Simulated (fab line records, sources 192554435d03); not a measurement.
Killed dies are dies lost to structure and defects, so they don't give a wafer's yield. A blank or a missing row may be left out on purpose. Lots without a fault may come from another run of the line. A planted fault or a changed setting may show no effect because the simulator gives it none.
fab line records | flow n5_finfet | part 1 of 2: steps 1 to 26 of 40
record lots=5 wafers=15 last_day=17
route steps=1938 shown BEOL_M3@995 BEOL_M4@1021
lots that met no fault: from a run of the same line without faults
start_h: hours from the record's first day to the start of the lot's first wafer shown | wait_h: hours since the lot's step before | " the same as in the row above | L1.1+2: a row that stands for several wafers | - no value, or no start given | * or withheld: withheld | < > ~ a bound
route shown NAME@n: a module of which the file shows steps, and the number in the route of the first | usual: mean/standard deviation of fault-free wafers | same: alike in all rows | chamber/n: place in a boat | sites: the reading at each site | _std_site: their standard deviation | _edge_site: outer sites' mean less inner sites' | radius_mm: how far each site lies from the wafer's centre | mask NAME#n: copy n | behind: the tool/chamber that last shaped the wafer | hold: why the lot was held/for how many hours/how that ended | device: the transistor (n, p or np) that didn't switch | end of line: the same wafers' tests at the end of the route | a step without rows: its recipe alone | killed: dies lost to structure and defects at the first sort, not the wafer's yield | map: a wafer's dies, x killed, . not, _ none there
set.NAME: the setting as run; set.NAME@STEP: as run at that earlier step | model.NAME: the simulator's own value behind a step, which no gauge read
lots at some steps of the route; a table a step, a row a wafer
services: from which hour (start_h, from the record's first day; less than 0 if before it) a tool's chamber was out of use, for how many hours, and why
## steps
# step N5_BEOL_M3_ANNEAL_49
# recipe temp_c=400 time_s=240 ambient=vacuum
# usual heater_power_w=835/99
# columns lot.wafer tool chamber start_h wait_h heater_power_w
L078.1 pvd_sputter-01 - 180.42 0.0 754
L078.2 " - " " 725
L078.3 " - " " 887
L085.1 pvd_sputter-01 - 226.14 0.0 870
L085.2 " - " " 730
L085.5 " - " " 906
L091.4 pvd_sputter-03 - 269.94 0.0 851
L091.5 " - " " 727
L091.6 " - " " 1046
L096.1 pvd_sputter-03 - 288.10 0.0 963
L096.3 " - " " 1036
L096.4 " - " " 850
L097.1 pvd_sputter-02 - 295.65 0.0 980
L097.2 " - " " 967
L097.3 " - " " 834
# step N5_BEOL_M3_SPUTTER_79
# recipe material=Cu target_thk_a=45 temp_c=-20 chamber_pressure_pa=0.07 power_w=withheld time_s=8.29
# usual throttle_valve_pct=30.5/0.67
# columns lot.wafer tool chamber start_h wait_h throttle_valve_pct
L078.1 pvd_sputter-01 - 180.56 0.1 30.7
L078.2 " - " " 29.7
L078.3 " - " " 29.3
L085.1 pvd_sputter-01 - 226.28 0.1 29.6
L085.2 " - " " 30.0
L085.5 " - " " 29.8
L091.4 pvd_sputter-03 - 270.08 0.1 31.9
L091.5 " - " " 30.6
L091.6 " - " " 31.2
L096.1 pvd_sputter-03 - 288.24 0.1 31.1
L096.3 " - " " 31.1
L096.4 " - " " 31.8
L097.1 pvd_sputter-02 - 295.79 0.1 31.0
L097.2 " - " " 29.3
L097.3 " - " " 30.6
# step N5_BEOL_M3_ANNEAL_80
# recipe temp_c=400 time_s=240 ambient=vacuum
# usual heater_power_w=836/98
# columns lot.wafer tool chamber start_h wait_h heater_power_w
L078.1 pvd_sputter-01 - 180.64 0.0 722
L078.2 " - " " 752
L078.3 " - " " 885
L085.1 pvd_sputter-01 - 226.36 0.0 868
L085.2 " - " " 727
L085.5 " - " " 897
L091.4 pvd_sputter-03 - 270.16 0.0 888
L091.5 " - " " 731
L091.6 " - " " 1040
L096.1 pvd_sputter-03 - 288.32 0.0 932
L096.3 " - " " 1053
L096.4 " - " " 870
L097.1 pvd_sputter-02 - 295.87 0.0 972
L097.2 " - " " 946
L097.3 " - " " 831
# step N5_BEOL_M3_SPUTTER_81
# recipe material=Cu target_thk_a=45 temp_c=-20 chamber_pressure_pa=0.07 power_w=withheld time_s=8.29
# usual throttle_valve_pct=30.5/0.69
# columns lot.wafer tool chamber start_h wait_h throttle_valve_pct
L078.1 pvd_sputter-01 - 180.78 0.1 30.5
L078.2 " - " " 29.6
L078.3 " - " " 29.4
L085.1 pvd_sputter-01 - 226.50 0.1 29.7
L085.2 " - " " 29.7
L085.5 " - " " 29.5
L091.4 pvd_sputter-03 - 270.30 0.1 32.0
L091.5 " - " " 30.5
L091.6 " - " " 31.1
L096.1 pvd_sputter-03 - 288.46 0.1 31.0
L096.3 " - " " 31.4
L096.4 " - " " 31.5
L097.1 pvd_sputter-02 - 296.01 0.1 30.9
L097.2 " - " " 29.2
L097.3 " - " " 30.4
# step N5_BEOL_M3_ANNEAL_82
# recipe temp_c=400 time_s=240 ambient=vacuum
# usual heater_power_w=837/98
# columns lot.wafer tool chamber start_h wait_h heater_power_w
L078.1 pvd_sputter-01 - 180.86 0.0 724
L078.2 " - " " 746
L078.3 " - " " 886
L085.1 pvd_sputter-01 - 226.58 0.0 884
L085.2 " - " " 726
L085.5 " - " " 875
L091.4 pvd_sputter-03 - 270.38 0.0 880
L091.5 " - " " 723
L091.6 " - " " 1037
L096.1 pvd_sputter-03 - 288.54 0.0 957
L096.3 " - " " 1057
L096.4 " - " " 872
L097.1 pvd_sputter-02 - 296.09 0.0 963
L097.2 " - " " 948
L097.3 " - " " 838
# step N5_BEOL_M3_SPUTTER_86
# recipe material=Cu target_thk_a=45 temp_c=-20 chamber_pressure_pa=0.07 power_w=withheld time_s=8.29
# usual throttle_valve_pct=30.5/0.67
# columns lot.wafer tool chamber start_h wait_h throttle_valve_pct
L078.1 pvd_sputter-01 - 181.00 0.1 30.3
L078.2 " - " " 29.8
L078.3 " - " " 29.6
L085.1 pvd_sputter-01 - 226.72 0.1 29.8
L085.2 " - " " 29.9
L085.5 " - " " 29.8
L091.4 pvd_sputter-03 - 270.52 0.1 31.8
L091.5 " - " " 30.3
L091.6 " - " " 31.1
L096.1 pvd_sputter-03 - 288.68 0.1 31.2
L096.3 " - " " 31.1
L096.4 " - " " 31.6
L097.1 pvd_sputter-02 - 296.23 0.1 31.1
L097.2 " - " " 29.1
L097.3 " - " " 30.7
# step N5_BEOL_M3_ANNEAL_87
# recipe temp_c=400 time_s=240 ambient=vacuum
# usual heater_power_w=836/99
# columns lot.wafer tool chamber start_h wait_h heater_power_w
L078.1 pvd_sputter-01 - 181.08 0.0 731
L078.2 " - " " 710
L078.3 " - " " 889
L085.1 pvd_sputter-01 - 226.80 0.0 882
L085.2 " - " " 714
L085.5 " - " " 869
L091.4 pvd_sputter-03 - 270.60 0.0 878
L091.5 " - " " 716
L091.6 " - " " 1061
L096.1 pvd_sputter-03 - 288.76 0.0 939
L096.3 " - " " 1032
L096.4 " - " " 864
L097.1 pvd_sputter-02 - 296.31 0.0 964
L097.2 " - " " 962
L097.3 " - " " 848
# step N5_BEOL_M3_SPUTTER_88
# recipe material=Cu target_thk_a=45 temp_c=-20 chamber_pressure_pa=0.07 power_w=withheld time_s=8.29
# usual throttle_valve_pct=30.5/0.71
# columns lot.wafer tool chamber start_h wait_h throttle_valve_pct
L078.1 pvd_sputter-01 - 181.22 0.1 30.4
L078.2 " - " " 29.6
L078.3 " - " " 29.8
L085.1 pvd_sputter-01 - 226.94 0.1 29.6
L085.2 " - " " 30.1
L085.5 " - " " 29.6
L091.4 pvd_sputter-03 - 270.74 0.1 31.7
L091.5 " - " " 30.4
L091.6 " - " " 31.1
L096.1 pvd_sputter-03 - 288.90 0.1 31.1
L096.3 " - " " 31.2
L096.4 " - " " 31.7
L097.1 pvd_sputter-02 - 296.45 0.1 31.1
L097.2 " - " " 28.9
L097.3 " - " " 30.4
# step N5_BEOL_M3_ANNEAL_89
# recipe temp_c=400 time_s=240 ambient=vacuum
# usual heater_power_w=834/100
# columns lot.wafer tool chamber start_h wait_h heater_power_w
L078.1 pvd_sputter-01 - 181.30 0.0 729
L078.2 " - " " 721
L078.3 " - " " 900
L085.1 pvd_sputter-01 - 227.02 0.0 858
L085.2 " - " " 710
L085.5 " - " " 874
L091.4 pvd_sputter-03 - 270.82 0.0 850
L091.5 " - " " 731
L091.6 " - " " 1032
L096.1 pvd_sputter-03 - 288.98 0.0 940
L096.3 " - " " 1022
L096.4 " - " " 848
L097.1 pvd_sputter-02 - 296.53 0.0 945
L097.2 " - " " 937
L097.3 " - " " 826
# step N5_BEOL_M3_SPUTTER_90
# recipe material=Cu target_thk_a=45 temp_c=-20 chamber_pressure_pa=0.07 power_w=withheld time_s=8.29
# usual throttle_valve_pct=30.5/0.69
# columns lot.wafer tool chamber start_h wait_h throttle_valve_pct
L078.1 pvd_sputter-01 - 181.44 0.1 30.7
L078.2 " - " " 29.9
L078.3 " - " " 29.8
L085.1 pvd_sputter-01 - 227.16 0.1 29.4
L085.2 " - " " 30.0
L085.5 " - " " 29.5
L091.4 pvd_sputter-03 - 270.96 0.1 31.8
L091.5 " - " " 30.5
L091.6 " - " " 31.1
L096.1 pvd_sputter-03 - 289.12 0.1 31.3
L096.3 " - " " 31.0
L096.4 " - " " 31.7
L097.1 pvd_sputter-02 - 296.67 0.1 31.2
L097.2 " - " " 29.2
L097.3 " - " " 30.4
# step N5_BEOL_M3_ANNEAL_91
# recipe temp_c=400 time_s=240 ambient=vacuum
# usual heater_power_w=835/98
# columns lot.wafer tool chamber start_h wait_h heater_power_w
L078.1 pvd_sputter-01 - 181.52 0.0 751
L078.2 " - " " 731
L078.3 " - " " 873
L085.1 pvd_sputter-01 - 227.24 0.0 904
L085.2 " - " " 731
L085.5 " - " " 894
L091.4 pvd_sputter-03 - 271.04 0.0 884
L091.5 " - " " 747
L091.6 " - " " 1026
L096.1 pvd_sputter-03 - 289.20 0.0 930
L096.3 " - " " 1057
L096.4 " - " " 901
L097.1 pvd_sputter-02 - 296.75 0.0 961
L097.2 " - " " 946
L097.3 " - " " 841
# step N5_BEOL_M3_SPUTTER_92
# recipe material=Cu target_thk_a=45 temp_c=-20 chamber_pressure_pa=0.07 power_w=withheld time_s=8.29
# usual throttle_valve_pct=30.5/0.69
# columns lot.wafer tool chamber start_h wait_h throttle_valve_pct
L078.1 pvd_sputter-01 - 181.66 0.1 30.5
L078.2 " - " " 29.9
L078.3 " - " " 29.9
L085.1 pvd_sputter-01 - 227.38 0.1 30.0
L085.2 " - " " 29.8
L085.5 " - " " 29.6
L091.4 pvd_sputter-03 - 271.18 0.1 31.9
L091.5 " - " " 30.5
L091.6 " - " " 31.1
L096.1 pvd_sputter-03 - 289.34 0.1 31.2
L096.3 " - " " 31.1
L096.4 " - " " 31.9
L097.1 pvd_sputter-02 - 296.89 0.1 30.8
L097.2 " - " " 29.1
L097.3 " - " " 30.3
# step N5_BEOL_M3_ANNEAL_93
# recipe temp_c=400 time_s=240 ambient=vacuum
# usual heater_power_w=836/98
# columns lot.wafer tool chamber start_h wait_h heater_power_w
L078.1 pvd_sputter-01 - 181.74 0.0 751
L078.2 " - " " 729
L078.3 " - " " 857
L085.1 pvd_sputter-01 - 227.46 0.0 879
L085.2 " - " " 723
L085.5 " - " " 885
L091.4 pvd_sputter-03 - 271.26 0.0 875
L091.5 " - " " 722
L091.6 " - " " 1015
L096.1 pvd_sputter-03 - 289.42 0.0 936
L096.3 " - " " 1046
L096.4 " - " " 875
L097.1 pvd_sputter-02 - 296.97 0.0 981
L097.2 " - " " 939
L097.3 " - " " 844
# step N5_BEOL_M3_SPUTTER_94
# recipe material=Cu target_thk_a=45 temp_c=-20 chamber_pressure_pa=0.07 power_w=withheld time_s=8.29
# usual throttle_valve_pct=30.5/0.67
# columns lot.wafer tool chamber start_h wait_h throttle_valve_pct
L078.1 pvd_sputter-01 - 181.88 0.1 30.4
L078.2 " - " " 29.9
L078.3 " - " " 29.6
L085.1 pvd_sputter-01 - 227.60 0.1 29.8
L085.2 " - " " 29.9
L085.5 " - " " 29.4
L091.4 pvd_sputter-03 - 271.40 0.1 32.0
L091.5 " - " " 30.6
L091.6 " - " " 31.0
L096.1 pvd_sputter-03 - 289.56 0.1 31.0
L096.3 " - " " 31.2
L096.4 " - " " 31.9
L097.1 pvd_sputter-02 - 297.11 0.1 30.8
L097.2 " - " " 29.1
L097.3 " - " " 30.6
# step N5_BEOL_M3_ANNEAL_95
# recipe temp_c=400 time_s=240 ambient=vacuum
# usual heater_power_w=835/99
# columns lot.wafer tool chamber start_h wait_h heater_power_w
L078.1 pvd_sputter-01 - 181.96 0.0 731
L078.2 " - " " 727
L078.3 " - " " 877
L085.1 pvd_sputter-01 - 227.68 0.0 872
L085.2 " - " " 745
L085.5 " - " " 859
L091.4 pvd_sputter-03 - 271.48 0.0 863
L091.5 " - " " 729
L091.6 " - " " 1028
L096.1 pvd_sputter-03 - 289.64 0.0 941
L096.3 " - " " 1018
L096.4 " - " " 871
L097.1 pvd_sputter-02 - 297.19 0.0 955
L097.2 " - " " 948
L097.3 " - " " 852
# step N5_BEOL_M3_SPUTTER_96
# recipe material=Cu target_thk_a=45 temp_c=-20 chamber_pressure_pa=0.07 power_w=withheld time_s=8.29
# usual throttle_valve_pct=30.5/0.69
# columns lot.wafer tool chamber start_h wait_h throttle_valve_pct
L078.1 pvd_sputter-01 - 182.10 0.1 30.3
L078.2 " - " " 29.7
L078.3 " - " " 29.5
L085.1 pvd_sputter-01 - 227.82 0.1 29.4
L085.2 " - " " 29.6
L085.5 " - " " 29.6
L091.4 pvd_sputter-03 - 271.62 0.1 31.8
L091.5 " - " " 30.6
L091.6 " - " " 31.2
L096.1 pvd_sputter-03 - 289.78 0.1 31.5
L096.3 " - " " 31.4
L096.4 " - " " 31.9
L097.1 pvd_sputter-02 - 297.33 0.1 30.9
L097.2 " - " " 29.3
L097.3 " - " " 30.5
# step N5_BEOL_M3_ECD_50
# recipe material=Cu target_thk_a=3000
# columns lot.wafer tool chamber start_h wait_h
L078.1+2+3 ecd_cu-02 0,1,1 182.22 0.1
L085.1+2+5 ecd_cu-02 0,1,0 227.94 0.1
L091.4+5+6 ecd_cu-01 0,1,0 271.75 0.1
L096.1+3+4 ecd_cu-02 0,0,1 289.91 0.1
L097.1+2+3 ecd_cu-02 1,0,0 297.45 0.1
# step N5_BEOL_M3_ANNEAL_51
# recipe temp_c=225 time_s=90 ambient=N2
# usual wafer_temp_C_max=225.9/0.33
# columns lot.wafer tool chamber start_h wait_h wafer_temp_C_max
L078.1 rtp_anneal-02 0 182.30 0.1 226.4
L078.2 " 0 " " 226.4
L078.3 " 0 " " 226.0
L085.1 rtp_anneal-01 0 228.13 0.2 225.7
L085.2 " 0 " " 225.5
L085.5 " 0 " " 225.5
L091.4 rtp_anneal-01 0 271.96 0.2 225.8
L091.5 " 0 " " 225.5
L091.6 " 0 " " 225.5
L096.1 rtp_anneal-02 0 289.99 0.1 225.6
L096.3 " 0 " " 226.6
L096.4 " 0 " " 225.9
L097.1 rtp_anneal-02 0 297.53 0.1 226.3
L097.2 " 0 " " 226.3
L097.3 " 0 " " 225.6
# step N5_BEOL_M3_CMP_52
# recipe stop_on=SiOC t_overpolish_s=6.8 down_force_psi=1 platen_rpm=50 clearing_platen_down_force_psi=1.5 clearing_platen_rpm=50 post_cmp_clean=cu_alkaline target_thk_nm=40 clearing_platen_pad_velocity_m_s=0.99484 pad_velocity_m_s=0.99484
# usual barrier_field_endpoint_s=24.6/0.72 motor_current_A=5.9/0.57 overpolish_run_s=6.801/0.0093 time_to_endpoint_s=62/3.4
# columns lot.wafer tool chamber start_h wait_h barrier_field_endpoint_s motor_current_A overpolish_run_s time_to_endpoint_s
L078.3 cmp-04 1 182.59 0.2 24.9 5.9 6.806 68
L078.2 " 3 " " 25.7 6.3 6.810 70
L078.1 " 0 " " 25.1 5.5 6.794 66
L085.2 cmp-02 3 228.47 0.2 24.0 5.9 6.805 61
L085.1 " 1 " " 24.1 7.2 6.782 58
L085.5 " 3 " " 24.3 5.8 6.801 60
L091.4 cmp-01 2 272.24 0.2 23.9 6.6 6.798 55
L091.5 " 3 " " 23.9 5.1 6.800 55
L091.6 " 0 " " 23.9 5.3 6.798 59
L096.1 cmp-01 2 290.29 0.3 23.3 6.5 6.799 58
L096.3 " 3 " " 24.1 5.3 6.800 60
L096.4 " 0 " " 24.1 5.3 6.796 59
L097.2 cmp-01 1 297.83 0.2 25.0 6.1 6.783 64
L097.3 " 3 " " 24.6 5.1 6.795 61
L097.1 " 0 " " 25.1 5.4 6.811 60
# step N5_BEOL_M3_THK_MEAS_53
# recipe thk_meas_gauge=xrf reads=Cu_of_BEOL_M3_ECD_50
# usual M3_THK=39.5/1.6
# columns lot.wafer tool chamber start_h wait_h M3_THK[nm]
L078.1 film_metro-02 - 183.07 - 41.7
L078.2 " - " " 40.9
L078.3 " - " " 40.9
L085.1 film_metro-01 - 228.73 - 37.9
L085.2 " - " " 39.0
L085.5 " - " " 37.4
L091.4 film_metro-01 - 272.42 - 38.3
L091.5 " - " " 38.0
L091.6 " - " " 38.3
L096.1 film_metro-01 - 290.58 - 38.3
L096.3 " - " " 38.1
L096.4 " - " " 41.1
L097.1 film_metro-01 - 298.12 - 39.1
L097.2 " - " " 38.1
L097.3 " - " " 37.4
# step N5_BEOL_M3_PRE_CLEAN_60
# recipe gas=NH3/H2 time_s=15 temp_c=* rf_power_w=300
# usual heater_power_w=77/10
# columns lot.wafer tool chamber start_h wait_h heater_power_w
L078.1 cvd_co-01 0 183.12 0.0 91
L078.2 " 2 " " 74
L078.3 " 1 " " 61
L085.1 cvd_co-02 0 228.77 0.0 77
L085.2 " 1 " " 83
L085.5 " 2 " " 71
L091.4 cvd_co-01 2 272.48 0.1 76
L091.5 " 0 " " 96
L091.6 " 1 " " 59
L096.1 cvd_co-02 0 290.62 0.0 79
L096.3 " 2 " " 73
L096.4 " 0 " " 77
L097.1 cvd_co-02 1 298.16 0.0 85
L097.2 " 0 " " 79
L097.3 " 2 " " 75
# step N5_BEOL_M3_CO_CAP_55
# recipe material=Co target_thk_a=20 temp_c=200 precursor=CCTBA/H2 pressure_torr=30 time_s=102.1
# usual heater_power_w=226/13
# columns lot.wafer tool chamber start_h wait_h heater_power_w
L078.1 cvd_co-01 0 183.16 0.0 248
L078.2 " 2 " " 222
L078.3 " 1 " " 208
L085.1 cvd_co-02 0 228.81 0.0 226
L085.2 " 1 " " 232
L085.5 " 2 " " 219
L091.4 cvd_co-01 2 272.53 0.0 222
L091.5 " 0 " " 250
L091.6 " 1 " " 202
L096.1 cvd_co-02 0 290.66 0.0 222
L096.3 " 2 " " 215
L096.4 " 0 " " 231
L097.1 cvd_co-02 1 298.20 0.0 237
L097.2 " 0 " " 227
L097.3 " 2 " " 220
# step N5_BEOL_M3_PRE_CLEAN_56
# recipe gas=NH3 time_s=15 temp_c=withheld rf_power_w=300
# columns lot.wafer tool chamber start_h wait_h
L078.1+2+3 pecvd-03 2,1,1 183.25 0.1
L085.1+2+5 pecvd-04 0,1,1 228.90 0.1
L091.4+5+6 pecvd-04 0,1,2 272.60 0.0
L096.1+3+4 pecvd-04 2,1,2 290.75 0.1
L097.1+2+3 pecvd-04 0,1,2 298.29 0.1
# step N5_BEOL_M3_DEP_57
# recipe material=SiCN target_thk_a=80 temp_c=withheld precursor=3MS/NH3 pressure_torr=3 rf_w=202 time_s=14
# usual showerhead_plenum_p_Torr=3.664/0.022 throttle_valve_pct=9.0/0.48
# columns lot.wafer tool chamber start_h wait_h showerhead_plenum_p_Torr throttle_valve_pct
L078.1 pecvd-03 2 183.29 0.0 3.671 8.5
L078.2 " 1 " " 3.643 8.6
L078.3 " 1 " " 3.649 8.3
L085.1 pecvd-04 0 228.94 0.0 3.671 9.0
L085.2 " 1 " " 3.664 9.9
L085.5 " 1 " " 3.673 9.6
L091.4 pecvd-04 0 272.63 0.0 3.674 9.3
L091.5 " 1 " " 3.654 9.7
L091.6 " 2 " " 3.685 8.7
L096.1 pecvd-04 2 290.79 0.0 3.678 8.6
L096.3 " 1 " " 3.657 9.3
L096.4 " 2 " " 3.684 8.6
L097.1 pecvd-04 0 298.31 0.0 3.663 9.2
L097.2 " 1 " " 3.672 9.9
L097.3 " 2 " " 3.685 8.4
# step N5_BEOL_M3_RS_MEAS_58
# recipe thk_meas_gauge=four-point-probe reads=Co_of_BEOL_M3_CO_CAP_55+Cu_of_BEOL_M3_ECD_50+Co_of_BEOL_M3_CVD_47+TaN_of_BEOL_M3_ALD_84
# usual M3_RS=0.67/0.035
# columns lot.wafer tool chamber start_h wait_h M3_RS[ohm/sq]
L078.1 film_metro-02 - 183.37 0.1 0.63
L078.2 " - " " 0.64
L078.3 " - " " 0.65
L085.1 film_metro-02 - 229.02 0.1 0.71
L085.2 " - " " 0.67
L085.5 " - " " 0.71
L091.4 film_metro-01 - 272.68 0.0 0.70
L091.5 " - " " 0.70
L091.6 " - " " 0.69
L096.1 film_metro-01 - 290.87 0.1 0.69
L096.3 " - " " 0.70
L096.4 " - " " 0.63
L097.1 film_metro-02 - 298.38 0.0 0.67
L097.2 " - " " 0.70
L097.3 " - " " 0.72
# step N5_BEOL_M3_INSPECT_59
# recipe inspect_instrument=darkfield mode=post_dep
# usual raw_defect_count=84/27
# columns lot.wafer tool chamber start_h wait_h raw_defect_count
L078.1 defect_inspect-01 - 183.40 0.0 82
L078.2 " - " " 92
L078.3 " - " " 94
L085.1 defect_inspect-01 - 229.05 0.0 68
L085.2 " - " " 45
L085.5 " - " " 92
L091.4 defect_inspect-01 - 272.71 0.0 79
L091.5 " - " " 93
L091.6 " - " " 67
L096.1 defect_inspect-01 - 290.90 0.0 56
L096.3 " - " " 108
L096.4 " - " " 108
L097.1 defect_inspect-01 - 298.41 0.0 94
L097.2 " - " " 126
L097.3 " - " " 94
